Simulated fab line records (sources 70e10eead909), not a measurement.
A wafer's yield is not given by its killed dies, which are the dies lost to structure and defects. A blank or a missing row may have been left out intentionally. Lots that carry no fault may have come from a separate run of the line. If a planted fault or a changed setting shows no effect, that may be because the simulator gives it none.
What tool caused it? ; flow nand harc ; Sampling: 12 lots, 36 wafers, 4 of 1302 route steps

WHAT EACH GAUGE READ, for each wafer
NHARC_A_SGD_CUT_INSPECT_11.
lot;measured;on;raw defect count
L075;day 19 17:52;defect inspect-02;132 98 97
L078;day 20 02:25;defect inspect-01;12 15 19
L080;day 20 22:38;defect inspect-02;74 70 70
L081;day 22 07:11;defect inspect-02;62 68 76
L083;day 23 09:15;defect inspect-01;65 68 59
L086;day 24 05:48;defect inspect-02;81 86 93
L087;day 25 11:30;defect inspect-01;64 55 70
L089;day 25 22:22;defect inspect-01;92 89 81
L093;day 26 16:53;defect inspect-01;55 66 52
L091;day 26 16:42;defect inspect-01;54 51 58
L095;day 28 10:10;defect inspect-01;32 23 29
L097;day 28 20:10;defect inspect-01;40 69 35

WHAT TOOL EACH LOT RAN ON (gives the tool, then ch and the chambers of the sampled wafers, and finally the start)
lot;NHARC_A_STAIRCASE_STRIP_316;NHARC_A_STAIRCASE_ALD_415;NHARC_A_STAIRCASE_CMP_152
L075;rie diel-13 ch 0,2,3, day 17 15:07 or earlier;ald hk-04 ch 1,2,3, day 17 15:07;cmp-04 ch 0,3, day 19 15:22
L078;rie diel-06 ch 1,3, day 18 08:25 or earlier;ald hk-04 ch 2,3, day 18 08:25;cmp-04 ch 0,1,3, day 19 23:43
L080;rie diel-06 ch 0,1,2, day 18 21:17 or earlier;ald hk-01 ch 1,2, day 18 21:17;cmp-03 ch 0,1, day 20 20:01
L081;rie diel-06 ch 1,2, day 20 07:15 or earlier;ald hk-01 ch 0,2, day 20 07:15;cmp-03 ch 0,1,3, day 22 04:34
L083;rie diel-13 ch 0,1, day 21 06:53 or earlier;ald hk-02 ch 2,3, day 21 06:53;cmp-04 ch 2,3, day 23 06:37
L086;rie diel-13 ch 0,1,3, day 22 04:21 or earlier;ald hk-02 ch 1,2,3, day 22 04:21;cmp-04 ch 0,1,2, day 24 03:11
L087;rie diel-13 ch 0,2, day 23 09:14 or earlier;ald hk-04 ch 0,1, day 23 09:14;cmp-03 ch 0,1,3, day 25 08:53
L089;rie diel-13 ch 0,3, day 23 17:31 or earlier;ald hk-02 ch 1,2,3, day 23 17:31;cmp-03 ch 0,1, day 25 19:38
L093;rie diel-13 ch 0,2,3, day 24 12:20 or earlier;ald hk-01 ch 0,1, day 24 12:20;cmp-04 ch 0,3, day 26 14:14
L091;rie diel-13 ch 0,1,3, day 24 15:51 or earlier;ald hk-01 ch 1,2, day 24 15:51;cmp-03 ch 0,1,3, day 26 13:58
L095;rie diel-06 ch 0,1,2, day 26 05:05 or earlier;ald hk-02 ch 1,3, day 26 05:05;cmp-02 ch 0,2, day 28 07:28
L097;rie diel-09 ch 0,2,3, day 26 22:30 or earlier;ald hk-01 ch 0,2, day 26 22:30;cmp-03 ch 1,2,3, day 28 17:23
- NHARC_A_STAIRCASE_STRIP_316: strips in O2.
- NHARC_A_STAIRCASE_ALD_415: deposits SiO2, target thk 30 nm, pulse time 6 s, ald cycles 300.
- NHARC_A_STAIRCASE_CMP_152: polishes.

THE ANSWER, worked out from the rows above alone
Rule: what is usual is taken from the lots themselves. The widest of any qualifying gaps counts: lots, ordered by their means at a reading, are off when they make up no more than a third of the lots, leave a main group of 4 or more, and stand apart from it by 3 or more times the standard deviation of that group's means. A main group is skipped when, at the precision printed for the reading in the tables above, its means are all equal. A lot without any number at a reading at which 4 lots or more have one is off too. Any other lot the step has rows for is counted as sound.
Across all readings shown, no lot is off: no conclusion can be drawn from this.

WHAT THE SIMULATOR HAD PUT IN
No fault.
